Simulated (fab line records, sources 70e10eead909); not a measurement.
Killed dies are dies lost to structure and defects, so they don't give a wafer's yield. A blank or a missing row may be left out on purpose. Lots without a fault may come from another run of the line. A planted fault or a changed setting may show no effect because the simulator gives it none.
Which tool did it? | flow nand_harc | 12 lots, 36 wafers sampled, at 5 steps of a route of 1302

WHAT THE GAUGES READ, wafer by wafer
NHARC_END_SORT_01.
lot  | measured     | on        | defect_limited_yield (%) | killed_at_array | killed_at_other | killed_at_periphery | killed_dies | killed_open | killed_short | sort_bin_2_pct (%) | sort_bin_3_pct (%) | sort_bin_4_pct (%) | sort_n_pass | sort_rim_yield_pct (%) | sort_yield_pct (%)
L216 | day 24 12:58 | prober-02 | 92.3 92.8 93.6           | 49 46 38        | 0 0 3           | 3 3 2               | 52 49 43    | 3 4 3       | 2 1 4        | 3.0 3.1 2.4        | 1.0 0.3 0.3        | 3.7 3.8 3.7        | 625 628 634 | 98 98 96               | 92.3 92.8 93.6
L218 | day 24 18:06 | prober-01 | 87.1 88.2 88.0           | 83 78 76        | 1 0 1           | 3 2 4               | 87 80 81    | 4 2 6       | 3 1 1        | 4.7 3.0 4.4        | 1.5 0.6 0.3        | 6.6 8.3 7.2        | 590 597 596 | 86 91 84               | 87.1 88.2 88.0
L219 | day 25 20:46 | prober-01 | 92.5 92.8 91.7           | 48 45 54        | 1 1 1           | 2 3 1               | 51 49 56    | 3 3 1       | 2 1 4        | 1.2 2.2 2.4        | 0.7 0.4 0.3        | 5.6 4.6 5.6        | 626 628 621 | 94 97 98               | 92.5 92.8 91.7
L221 | day 25 20:44 | prober-02 | 91.3 94.8 93.2           | 56 32 46        | 0 0 0           | 3 3 0               | 59 35 46    | 0 6 3       | 1 2 2        | 3.7 1.0 2.4        | 0.7 0.9 1.0        | 4.3 3.2 3.4        | 618 642 631 | 90 86 89               | 91.3 94.8 93.2
L220 | day 26 05:14 | prober-02 | 92.6 90.1 88.6           | 46 63 72        | 0 0 2           | 4 4 3               | 50 67 77    | 1 4 1       | 3 1 7        | 2.7 2.8 4.6        | 0.4 1.2 0.4        | 4.3 5.9 6.4        | 627 610 600 | 97 93 92               | 92.6 90.1 88.6
L222 | day 26 05:13 | prober-01 | 91.3 91.7 93.2           | 52 52 40        | 1 0 0           | 6 4 6               | 59 56 46    | 5 4 1       | 4 2 0        | 3.0 2.5 2.1        | 0.6 0.9 1.3        | 5.2 4.9 3.4        | 618 621 631 | 97 99 95               | 91.3 91.7 93.2
L231 | day 30 09:25 | prober-02 | 88.5 91.0 92.8           | 77 59 48        | 1 0 0           | 0 2 1               | 78 61 49    | 1 1 3       | 5 2 1        | 5.2 3.1 2.1        | 0.4 1.0 0.4        | 5.9 4.9 4.7        | 599 616 628 | 88 91 90               | 88.5 91.0 92.8
L235 | day 31 21:01 | prober-01 | 88.0 89.8 88.5           | 78 62 70        | 0 0 0           | 3 7 8               | 81 69 78    | 2 4 1       | 3 1 1        | 4.9 3.2 4.0        | 0.4 0.4 1.3        | 6.6 6.5 6.2        | 596 608 599 | 88 86 93               | 88.0 89.8 88.5
L236 | day 32 19:48 | prober-01 | 92.6 95.1 95.3           | 46 27 27        | 1 1 1           | 3 5 4               | 50 33 32    | 3 3 1       | 2 1 2        | 2.8 1.3 1.3        | 0.9 0.4 1.2        | 3.7 3.1 2.2        | 627 644 645 | 90 96 94               | 92.6 95.1 95.3
L237 | day 33 11:07 | prober-02 | 92.3 89.5 90.8           | 49 65 56        | 0 0 2           | 3 6 4               | 52 71 62    | 1 3 1       | 2 2 2        | 2.5 3.0 3.0        | 0.9 0.7 1.0        | 4.3 6.8 5.2        | 625 606 615 | 98 96 94               | 92.3 89.5 90.8
L239 | day 34 12:38 | prober-02 | 96.3 95.1 96.0           | 24 30 19        | 1 1 1           | 0 2 7               | 25 33 27    | 2 2 5       | 2 4 2        | 1.6 0.7 1.5        | 0.1 0.4 0.1        | 1.9 3.7 2.4        | 652 644 650 | 96 98 94               | 96.3 95.1 96.0
L238 | day 35 08:07 | prober-01 | 88.2 88.2 91.3           | 73 74 56        | 1 0 0           | 6 6 3               | 80 80 59    | 3 3 4       | 3 1 3        | 3.5 4.4 3.0        | 0.6 0.6 0.4        | 7.7 6.8 5.3        | 597 597 618 | 92 92 92               | 88.2 88.2 91.3

WHICH TOOL RAN EACH LOT (tool, then ch and the chambers of the sampled wafers, then the start)
lot  | NHARC_A_M1_PRE_CLEAN_30                 | NHARC_A_M1_PVD_21                       | NHARC_A_M1_DEP_33               | NHARC_A_BONDPAD_CMP_29
L216 | pvd_sputter-02, day 23 03:24 or earlier | pvd_sputter-02, day 23 03:24 or earlier | pecvd-03 ch 0,1,2, day 23 03:24 | cmp-03 ch 0,1,3, day 23 04:19
L218 | pvd_sputter-01, day 23 11:22 or earlier | pvd_sputter-01, day 23 11:22 or earlier | pecvd-02 ch 0,1, day 23 11:22   | cmp-02 ch 0,1,3, day 23 12:22
L219 | pvd_sputter-03, day 24 13:13 or earlier | pvd_sputter-03, day 24 13:13 or earlier | pecvd-04 ch 0,1,2, day 24 13:13 | cmp-02 ch 1,2,3, day 24 14:11
L221 | pvd_sputter-02, day 24 15:02 or earlier | pvd_sputter-02, day 24 15:02 or earlier | pecvd-02 ch 0,1,2, day 24 15:02 | cmp-04 ch 0,2,3, day 24 15:59
L220 | pvd_sputter-03, day 24 18:05 or earlier | pvd_sputter-03, day 24 18:05 or earlier | pecvd-04 ch 0,1,2, day 24 18:05 | cmp-02 ch 0,1,2, day 24 19:02
L222 | pvd_sputter-02, day 24 19:28 or earlier | pvd_sputter-02, day 24 19:28 or earlier | pecvd-02 ch 1,2, day 24 19:28   | cmp-04 ch 0,1,2, day 24 20:25
L231 | pvd_sputter-01, day 28 20:37 or earlier | pvd_sputter-01, day 28 20:37 or earlier | pecvd-04 ch 0,2, day 28 20:37   | cmp-02 ch 0,3, day 28 21:31
L235 | pvd_sputter-01, day 30 13:29 or earlier | pvd_sputter-01, day 30 13:29 or earlier | pecvd-04 ch 0,1, day 30 13:29   | cmp-02 ch 0,3, day 30 14:25
L236 | pvd_sputter-02, day 31 10:21 or earlier | pvd_sputter-02, day 31 10:21 or earlier | pecvd-04 ch 0,1, day 31 10:21   | cmp-02 ch 0,2, day 31 11:20
L237 | pvd_sputter-03, day 32 00:20 or earlier | pvd_sputter-03, day 32 00:20 or earlier | pecvd-04 ch 0,2, day 32 00:20   | cmp-03 ch 0,2,3, day 32 01:14
L239 | pvd_sputter-01, day 32 18:50 or earlier | pvd_sputter-01, day 32 18:50 or earlier | pecvd-02 ch 0,1,2, day 32 18:50 | cmp-04 ch 1,2, day 32 19:47
L238 | pvd_sputter-03, day 33 15:05 or earlier | pvd_sputter-03, day 33 15:05 or earlier | pecvd-03 ch 0,1, day 33 15:05   | cmp-04 ch 0,1,2, day 33 16:11
- NHARC_A_M1_PRE_CLEAN_30: time 30 s.
- NHARC_A_M1_PVD_21: deposits Cu, target thk 30 nm, time 20.49 s.
- NHARC_A_M1_DEP_33: deposits SiCN, target thk 30 nm.
- NHARC_A_BONDPAD_CMP_29: polishes SiCN, target thk 200 nm.

WHAT THE TOOLS THEMSELVES READ (means of the sampled wafers that have a number; where no wafer has one, the mark that the record gives instead)
NHARC_A_M1_PRE_CLEAN_30.
lot  | tool           | heater_power_w (W)
L216 | pvd_sputter-02 | 389
L218 | pvd_sputter-01 | 384
L219 | pvd_sputter-03 | 374
L221 | pvd_sputter-02 | 407
L220 | pvd_sputter-03 | 380
L222 | pvd_sputter-02 | 404
L231 | pvd_sputter-01 | 391
L235 | pvd_sputter-01 | 393
L236 | pvd_sputter-02 | 431
L237 | pvd_sputter-03 | 386
L239 | pvd_sputter-01 | 405
L238 | pvd_sputter-03 | 403

NHARC_A_M1_PVD_21.
lot  | tool           | throttle_valve_pct (%)
L216 | pvd_sputter-02 | 30.7
L218 | pvd_sputter-01 | 31.1
L219 | pvd_sputter-03 | 30.3
L221 | pvd_sputter-02 | 30.3
L220 | pvd_sputter-03 | 29.9
L222 | pvd_sputter-02 | 29.5
L231 | pvd_sputter-01 | 30.8
L235 | pvd_sputter-01 | 31.0
L236 | pvd_sputter-02 | 29.5
L237 | pvd_sputter-03 | 30.4
L239 | pvd_sputter-01 | 30.8
L238 | pvd_sputter-03 | 30.4

NHARC_A_M1_DEP_33.
lot  | tool     | chamber_pressure_Torr (Torr) | heater_power_outer_w (W) | heater_power_w (W) | rf_fwd_power_W (W)
L216 | pecvd-03 | 2.999                        | 374                      | 620                | 450.8
L218 | pecvd-02 | 2.999                        | 291                      | 505                | 448.9
L219 | pecvd-04 | 3.009                        | 329                      | 601                | 449.0
L221 | pecvd-02 | 3.002                        | 308                      | 548                | 448.8
L220 | pecvd-04 | -                            | -                        | -                  | -
L222 | pecvd-02 | -                            | -                        | -                  | -
L231 | pecvd-04 | 2.998                        | 450                      | 790                | 448.4
L235 | pecvd-04 | 3.000                        | 335                      | 580                | 450.0
L236 | pecvd-04 | 3.004                        | 378                      | 614                | 449.4
L237 | pecvd-04 | 3.003                        | 385                      | 695                | 449.2
L239 | pecvd-02 | 2.996                        | 276                      | 500                | 449.2
L238 | pecvd-03 | 2.999                        | 354                      | 590                | 450.4

NHARC_A_BONDPAD_CMP_29.
lot  | tool   | motor_current_A (A) | slurry_filter_dp_kPa (kPa)
L216 | cmp-03 | 11.9                | 13.48
L218 | cmp-02 | 12.1                | 13.40
L219 | cmp-02 | 12.7                | 13.50
L221 | cmp-04 | 14.0                | 13.48
L220 | cmp-02 | 12.5                | 13.58
L222 | cmp-04 | 12.9                | 13.54
L231 | cmp-02 | 11.5                | 13.57
L235 | cmp-02 | 12.0                | 13.55
L236 | cmp-02 | 12.0                | 13.57
L237 | cmp-03 | 13.1                | 13.50
L239 | cmp-04 | 13.6                | 13.56
L238 | cmp-04 | 13.7                | 13.57

THE ANSWER, worked out from the rows above alone
Rule: what is usual is taken from the lots themselves. Put in order of their means at a reading, lots are off if they are a third of the lots or fewer, leave a main group of 4 or more, and stand apart from it by a gap of 3 or more times the standard deviation of the main group's means; of several such gaps the widest counts. A main group whose means are all the same, to the digits that the tables above print for the reading, isn't used. A lot without any number at a reading at which 4 lots or more have one is off too. The other lots that the step has rows for count as sound. The gauges are gone through in route order, then the tools' own readings, and for those a lot's mean is taken as printed above. The first step at which some lot is off is used, and at that step the reading that is off furthest; a lot without a number counts as furthest.
Off: L220, L222, at NHARC_A_M1_DEP_33 (chamber_pressure_Torr). Without a number there: L220, L222. The main group: mean 3.001 Torr, standard deviation 0.0035.
A tool fits if, at that step or a process step before it, it ran every lot that is off, and no sound lot after the first of them. NHARC_A_M1_PRE_CLEAN_30 gives no start for some lots, so the hours and the order of its lots are those of NHARC_A_M1_DEP_33. NHARC_A_M1_PVD_21 gives no start for some lots, so the hours and the order of its lots are those of NHARC_A_M1_DEP_33. None of those tried fits.

WHAT THE SIMULATOR HAD PUT IN
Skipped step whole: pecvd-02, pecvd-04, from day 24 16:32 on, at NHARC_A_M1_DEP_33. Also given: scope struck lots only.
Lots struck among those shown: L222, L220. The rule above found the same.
